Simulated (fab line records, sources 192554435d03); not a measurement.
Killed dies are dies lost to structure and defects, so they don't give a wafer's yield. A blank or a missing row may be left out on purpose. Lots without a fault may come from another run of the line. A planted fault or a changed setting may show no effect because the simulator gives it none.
Which tool did it? | flow n5_finfet | 12 lots, 35 wafers sampled, at 3 steps of a route of 1938

WHAT THE GAUGES READ, wafer by wafer
N5_BEOL_M9_CD_MEAS_18: pitch 140 nm, target cd 70 nm. Usual: cd_nm 69.9 nm, standard deviation 0.6.
lot  | measured     | on        | cd_nm (nm)     | flag
L911 | day 9 18:54  | cd_sem-03 | 71.1 69.6 70.4 |
L918 | day 10 23:25 | cd_sem-02 | 69.9 69.6 70.6 |
L916 | day 11 02:31 | cd_sem-01 | 70.2 69.7 69.9 |
L919 | day 11 12:02 | cd_sem-03 | 70.2 70.1 70.1 |
L923 | day 13 10:01 | cd_sem-02 | 70.1 69.2 69.4 |
L928 | day 13 13:48 | cd_sem-01 | 69.1 69.4 68.9 |
L927 | day 13 17:19 | cd_sem-03 | 69.6 70.5 70.6 |
L925 | day 13 19:53 | cd_sem-01 | 68.5 69.7      |
L929 | day 14 13:23 | cd_sem-03 | 70.3 69.9 70.4 |
L931 | day 14 20:20 | cd_sem-02 | 68.6 69.2 69.9 |
L932 | day 15 19:34 | cd_sem-02 | 70.3 70.7 70.6 |
L934 | day 15 19:36 | cd_sem-02 | 70.5 69.4 70.3 |

WHICH TOOL RAN EACH LOT (tool, then ch and the chambers of the sampled wafers, then the start)
lot  | N5_BEOL_M8_DEP_56               | N5_BEOL_M9_ILD_DEP_00
L911 | pecvd-02 ch 0,1, day 9 14:27    | pecvd-03 ch 1,2, day 9 14:35
L918 | pecvd-04 ch 0,1,2, day 10 20:47 | pecvd-01 ch 0,2, day 10 20:55
L916 | pecvd-01 ch 1,2, day 11 00:08   | pecvd-03 ch 0,2, day 11 00:16
L919 | pecvd-04 ch 0,1,2, day 11 07:52 | pecvd-03 ch 1,2, day 11 08:00
L923 | pecvd-01 ch 0,1,2, day 13 06:11 | pecvd-01 ch 0,1, day 13 06:19
L928 | pecvd-04 ch 2, day 13 09:29     | pecvd-01 ch 1,2, day 13 09:38
L927 | pecvd-04 ch 1,2, day 13 14:41   | pecvd-02 ch 0,2, day 13 14:49
L925 | pecvd-04 ch 0,1, day 13 17:47   | pecvd-03 ch 0,1, day 13 17:56
L929 | pecvd-02 ch 0,1,2, day 14 10:32 | pecvd-01 ch 0,2, day 14 10:40
L931 | pecvd-04 ch 1,2, day 14 17:19   | pecvd-02 ch 1,2, day 14 17:26
L932 | pecvd-01 ch 0,1,2, day 15 13:55 | pecvd-01 ch 0,1,2, day 15 14:03
L934 | pecvd-02 ch 0,2, day 15 14:59   | pecvd-02 ch 0,1,2, day 15 15:07
- N5_BEOL_M8_DEP_56: deposits SiCN from 3MS/NH3, target thk 10 nm, time 17.5 s.
- N5_BEOL_M9_ILD_DEP_00: deposits SiCOH lowk from DEMS/porogen, target thk 308.51 nm, time 58 s.

WHAT THE TOOLS THEMSELVES READ (means of the sampled wafers that have a number; where no wafer has one, the mark that the record gives instead)
N5_BEOL_M8_DEP_56. Usual: showerhead_plenum_p_Torr 3.668 Torr, standard deviation 0.01; throttle_valve_pct 9.2 %, standard deviation 0.63.
lot  | tool     | showerhead_plenum_p_Torr (Torr) | throttle_valve_pct (%) | flag
L911 | pecvd-02 | 3.663                           | 9.0                    |
L918 | pecvd-04 | 3.673                           | 9.2                    |
L916 | pecvd-01 | 3.659                           | 9.9                    |
L919 | pecvd-04 | 3.676                           | 9.3                    |
L923 | pecvd-01 | 3.657                           | 9.3                    |
L928 | pecvd-04 | 3.664                           | 8.5                    |
L927 | pecvd-04 | 3.677                           | 9.2                    |
L925 | pecvd-04 | 3.675                           | 9.8                    |
L929 | pecvd-02 | 3.669                           | 8.8                    |
L931 | pecvd-04 | 3.673                           | 9.3                    |
L932 | pecvd-01 | 3.664                           | 9.4                    |
L934 | pecvd-02 | 3.669                           | 9.1                    |

N5_BEOL_M9_ILD_DEP_00. Usual: heater_power_w 326 W, standard deviation 35; showerhead_plenum_p_Torr 5.739 Torr, standard deviation 0.016; throttle_valve_pct 13.8 %, standard deviation 0.69.
lot  | tool     | heater_power_w (W) | showerhead_plenum_p_Torr (Torr) | throttle_valve_pct (%) | flag
L911 | pecvd-03 | 311                | 5.762                           | 13.7                   |
L918 | pecvd-01 | 312                | 5.736                           | 13.3                   |
L916 | pecvd-03 | 301                | 5.734                           | 14.2                   |
L919 | pecvd-03 | 308                | 5.755                           | 13.8                   |
L923 | pecvd-01 | 354                | 5.726                           | 14.6                   |
L928 | pecvd-01 | 360                | 5.736                           | 14.9                   |
L927 | pecvd-02 | 305                | 5.743                           | 13.6                   |
L925 | pecvd-03 | 320                | 5.732                           | 13.6                   |
L929 | pecvd-01 | 299                | 5.735                           | 13.5                   |
L931 | pecvd-02 | 305                | 5.750                           | 13.6                   |
L932 | pecvd-01 | 345                | 5.733                           | 14.1                   |
L934 | pecvd-02 | 322                | 5.732                           | 13.8                   |

THE ANSWER, worked out from the rows above alone
Rule: a lot is off if the mean of its wafers that have a number lies more than 3 standard deviations from the usual mean. A lot without any number at a reading at which 4 lots or more have one is off too. The other lots that the step has rows for count as sound. The gauges are gone through in route order, then the tools' own readings, and for those a lot's mean is taken as printed above. The first step at which some lot is off is used, and at that step the reading that is off furthest; a lot without a number counts as furthest.
No lot is off at any reading shown: from this, nothing can be told.

WHAT THE SIMULATOR HAD PUT IN
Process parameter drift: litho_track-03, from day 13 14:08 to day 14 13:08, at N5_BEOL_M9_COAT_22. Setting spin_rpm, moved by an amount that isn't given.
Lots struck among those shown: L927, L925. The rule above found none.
